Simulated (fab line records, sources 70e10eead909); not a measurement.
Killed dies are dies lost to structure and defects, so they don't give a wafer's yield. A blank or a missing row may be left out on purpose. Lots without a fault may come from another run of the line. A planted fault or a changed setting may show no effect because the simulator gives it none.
Chamber matching | flow nand_harc | NHARC_A_CHANNEL_FILL_D2_ALD_02 on ald_hk-02: 4 sister chambers
The step deposits SiO2, target thk 6 nm, pulse time 10 s, ald cycles 60. 8 wafers are shown with their chamber, then 8 later ones without.

WAFERS WITH THEIR CHAMBER
wafer  | chamber | heater_power_w (W) | precursor_pulse_height_rel
L080.4 | 0       | 454                | 0.994
L081.2 | 3       | 449                | 0.960
L081.4 | 2       | 393                | 0.989
L081.6 | 1       | 447                | 0.960
L088.1 | 0       | 444                | 1.024
L088.4 | 1       | 446                | 1.046
L088.5 | 2       | 396                | 0.971
L091.2 | 3       | 451                | 0.974

WAFERS WITHOUT THEIR CHAMBER
wafer  | heater_power_w (W) | precursor_pulse_height_rel
L091.3 | 445                | 0.994
L091.6 | 455                | 1.012
L095.2 | 455                | 1.008
L095.3 | 403                | 0.978
L095.6 | 458                | 1.000
L096.2 | 406                | 1.018
L096.4 | 448                | 0.988
L096.5 | 405                | 0.980

WHICH CHAMBER EACH WENT THROUGH
wafer  | from the rows above          | in truth
L091.3 | can't be placed: 1 or 0 or 3 | 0
L091.6 | can't be placed: 0 or 3 or 1 | 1
L095.2 | can't be placed: 0 or 3 or 1 | 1
L095.3 | 2                            | 2
L095.6 | can't be placed: 3 or 0 or 1 | 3
L096.2 | 2                            | 2
L096.4 | can't be placed: 1 or 0 or 3 | 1
L096.5 | 2                            | 2
Placed correctly: 3 of 8. Can't be placed from these rows: 5 (the true chamber is among the candidates in 5). Placed wrongly: 0.
How it was worked out, from the rows above alone: a wafer's distance from a chamber is the root of the sum, over the readings, of the square of ((its reading less the chamber's mean) divided by the reading's scatter). The wafer belongs to the nearest chamber; if the next one is less than 2 further off, it can't be placed. A chamber's mean is the mean of its shown wafers. The scatter: the root of (the sum of the squares of (reading less its chamber's mean) over the shown wafers, divided by (wafers less chambers)).
